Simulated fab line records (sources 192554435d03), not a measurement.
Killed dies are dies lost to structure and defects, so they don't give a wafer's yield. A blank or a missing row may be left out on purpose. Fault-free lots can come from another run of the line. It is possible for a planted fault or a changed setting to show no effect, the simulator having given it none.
A struck lot beside a sound one + flow n5Finfet + 41 out of 1938 route steps
Sound: these wafers, L662.3, L662.5, L662.6. Struck: wafer L660.4. (L660.3 of the same lot was not struck and is left out.) The cause comes at the end.
Order at every step that has rows: each side's tool, ch and its chambers, its first start. Under that, the readings that differ: sound wafers + struck wafers + difference of the means + sigmas: that difference in standard deviations of wafers without a fault.
alike: words and numbers the same on both sides, and readings whose means are apart by under 2 such deviations; not compared: readings that were withheld, readings missing a value for some wafer, numbers with overlapping values and no deviation given by the record, and bounds like >300 which may hide the same value.
The two part at a step that has a row with sigmas, a row that says differs or no value, or rows on one side only. Numbers that have no deviation but don't overlap get no sigmas and don't part them. Lack of a reading on every wafer of one side parts them only where that side has two or more wafers.

first, 12 steps without rows for these wafers: N5_HKMG_FIN_STRIP_33 (strips in N2/H2); N5_HKMG_FIN_STRIP_34 (strips in CF4); N5_HKMG_FIN_ETCH_35 (etches SOC in N2/H2, target depth 215.8 nm, time 243.4 s); N5_HKMG_FIN_STRIP_92 (strips SOC in N2/H2, time 20 s); N5_HKMG_FIN_WET_ETCH_18 (etches TiN in SC1, time 55 s, target depth 5.2 nm, rinse time 30 s); N5_HKMG_FIN_STRIP_19 (strips in N2/H2, time 360 s); N5_HKMG_FIN_ALD_91 (deposits TiN, target thk 1 nm, pulse time 1 s, purge time 3 s); N5_HKMG_FIN_COAT_85 (time 60 s, resist thk 300 nm); N5_HKMG_FIN_ETCH_86 (etches SOC in N2/H2, stops on TiN, target depth 393.2 nm); N5_HKMG_FIN_STRIP_89 (strips SOC in N2/H2, time 20 s); N5_HKMG_FIN_WET_ETCH_87 (etches TiN in SC1, time 154.2 s, target depth 4.7 nm, rinse time 30 s); N5_HKMG_FIN_STRIP_88 (strips in N2/H2, time 360 s).
N5_HKMG_FIN_NWFM_ALD_20: deposits TiAlC, target thk 2 nm, pulse time 3 s, purge time 2 s.
  sound on aldMetal-03 ch 0,1,2, day 10 10:49; struck on aldMetal-02 ch 0, day 9 10:07
| reading                                        | sound | struck | difference | sigmas |
|------------------------------------------------|-------|--------|------------|--------|
| aldCycles                                      | 7 7 7 | 5      | -2         |        |
| model.TiAlC_of_HKMG_FIN_NWFM_ALD_20.thkNm (nm) | 2 2 2 | 1.4    | -0.6       |        |
  alike: heaterPowerW, precursorPulseHeightRel
then, 26 steps without rows for these wafers: N5_HKMG_FIN_ALD_71 (deposits TiN, target thk 1 nm, pulse time 1 s, purge time 3 s); N5_HKMG_FIN_COAT_66 (time 60 s, resist thk 300 nm); N5_HKMG_FIN_ETCH_67 (etches SOC in N2/H2, stops on TiN, target depth 388.9 nm); N5_HKMG_FIN_STRIP_90 (strips SOC in N2/H2, time 20 s); N5_HKMG_FIN_WET_ETCH_73 (etches the open film in SC1, time 42.3 s, target depth 1.3 nm, rinse time 30 s); N5_HKMG_FIN_ETCHBACK_68 (etches the open film in Cl2/Ar, stops on HfO2, target depth 0.5 nm); N5_HKMG_FIN_STRIP_69 (strips in N2/H2, time 360 s); N5_HKMG_FIN_ALD_21 (deposits TiN, target thk 1.5 nm, pulse time 1 s, purge time 3 s); N5_HKMG_FIN_ALD_72 (deposits W, target thk 2 nm, pulse time 1 s, purge time 2 s); N5_HKMG_FIN_W_FILL_22 (material W, target thk 60 nm, time 18.2 s); N5_HKMG_FIN_PRECLEAN_83 (cleans in DIW, time 57.5 s); N5_HKMG_FIN_SRD_84 (dry time 32 s); N5_HKMG_FIN_CMP_23 (polishes, stops on SiNx, t overpolish 10 s, target thk 46.326 nm); N5_HKMG_FIN_CMP_94 (polishes, stops on SiNx, t overpolish 4.7 s, target thk 43.299 nm); N5_GATE_CUT_ETCHBACK_00 (etches W in SF6/Cl2); N5_GATE_CUT_ETCH_56 (etches TiN in Cl2/Ar, target depth 21.6 nm); N5_GATE_CUT_ETCHBACK_30 (etches TiN in Cl2/Ar, target depth 3 nm); N5_GATE_CUT_VAPOR_ETCH_60 (etches HfO2 in BCl3/Cl2); N5_GATE_CUT_ETCH_58 (etches SiNx in CH3F/O2, target depth 17 nm, time 128.6 s); N5_GATE_CUT_STRIP_59 (strips in N2/H2, time 20 s); N5_GATE_CUT_PRECLEAN_31 (cleans in DIW, time 300 s); N5_GATE_CUT_SRD_32 (time 30 s); N5_GATE_CUT_SAC_CAP_01 (material SiNx, target thk 24 nm, pulse time 1 s, ald cycles 480); N5_GATE_CUT_PECVD_57 (deposits SiNx from SiH4/NH3/N2, target thk 21 nm); N5_GATE_CUT_CMP_02 (polishes, stops on SiO2, t overpolish 12.7 s, target thk 0 nm); N5_GATE_CUT_HM_DEP_46 (deposits SiO2 from TEOS/O2, target thk 130 nm, time 26.6 s).
-- here the record skips 4 days between the struck wafers' starts before and after, leaving off in module GATE_CUT and picking up in module BEOL_M4 (first step shown: number 1111 of the route) --
N5_BEOL_M4_RC_MEAS_101:
  sound on prober-01 ch 0, day 14 02:05; struck on prober-02 ch 0, day 13 16:17
| reading             | sound                      | struck   | difference | sigmas |
|---------------------|----------------------------|----------|------------|--------|
| IOFF_N (nA/um)      | 0.160 0.124 0.145          | 0.026    | -0.117     | -4     |
| IOFF_N_85C (nA/um)  | 3.2 2.6 3.0                | 0.7      | -2.2       | -5     |
| IOFF_N_LIN (nA/um)  | 0.076 0.062 0.070          | 0.012    | -0.057     | -5     |
| IOFF_N_LONG (nA/um) | 5.35e-05 5.49e-05 5.35e-05 | 2.45e-05 | -2.95e-05  | -10    |
| IOFF_P (nA/um)      | 0.22 0.17 0.19             | 0.30     | +0.11      | +3     |
| IOFF_P_LIN (nA/um)  | 0.103 0.087 0.095          | 0.149    | +0.054     | +5     |
| IOFF_P_LONG (nA/um) | 0.0001 9.8e-05 9.9e-05     | 0.000151 | +0.000052  | +6     |
| ION_N (uA/um)       | 668 674 671                | 564      | -107       | -10    |
| ION_P (uA/um)       | 457 458 456                | 478      | +21        | +3     |
| VT_N (mV)           | 250.4 253.2 249.8          | 298.4    | +47.3      | +16    |
| VT_N_LONG (mV)      | 277.9 275.0 276.2          | 326.0    | +49.6      | +26    |
| VT_N_LVT (mV)       | 96 98 96                   | 149      | +52        | +17    |
| VT_P (mV)           | -249.4 -252.8 -254.8       | -239.6   | +12.7      | +5     |
| VT_P_LONG (mV)      | -278 -279 -279             | -259     | +20        | +6     |
| VT_P_LVT (mV)       | -98.5 -100.6 -99.4         | -89.0    | +10.5      | +4     |
  alike: DIBL_N, DIBL_P, SS_N, SS_P
-- here the record skips 4 days between the struck wafers' starts before and after, leaving off in module BEOL_M4 and picking up in module PASSIVATION (first step shown: number 1936 of the route) --
N5_PASSIVATION_PROBE_49:
  struck on prober-02, day 17 20:20; sound on prober-01, day 18 20:14
| reading                | sound          | struck | difference | sigmas      |
|------------------------|----------------|--------|------------|-------------|
| defectLimitedYield (%) | 93.3 91.1 91.6 | 88.1   | -3.9       | -3          |
| killedAtFrontEnd       | 25 40 22       | 84     | +55        | +4          |
| killedDies             | 79 105 99      | 140    | +46        | +3          |
| killedOpen             | 52 72 61       | 92     | +30        | +2          |
| sort_bin_4_leakage (%) | 0 0 0          | 0.08   | +0.08      |             |
| sort_bin_6_memory (%)  | 2.5 3.1 3.5    | 4.8    | +1.8       | +3          |
| sort_bin_8_speed (%)   | 0 0 0          | 88.05  | +88.05     | +99 or more |
| sortNPass              | 1101 1075 1081 | 0      | -1086      | -60         |
| sortYieldPct (%)       | 93.3 91.1 91.6 | 0      | -92        | -61         |
  alike: killed_at_M0_to_M3, killed_at_M4_up, killedAtContacts, killedAtOther, killedShort, sort_bin_5_function

## WHERE THEY PART
Last at N5_PASSIVATION_PROBE_49 as far as this record goes, first at N5_BEOL_M4_RC_MEAS_101.

WHY: the cause the simulator had injected
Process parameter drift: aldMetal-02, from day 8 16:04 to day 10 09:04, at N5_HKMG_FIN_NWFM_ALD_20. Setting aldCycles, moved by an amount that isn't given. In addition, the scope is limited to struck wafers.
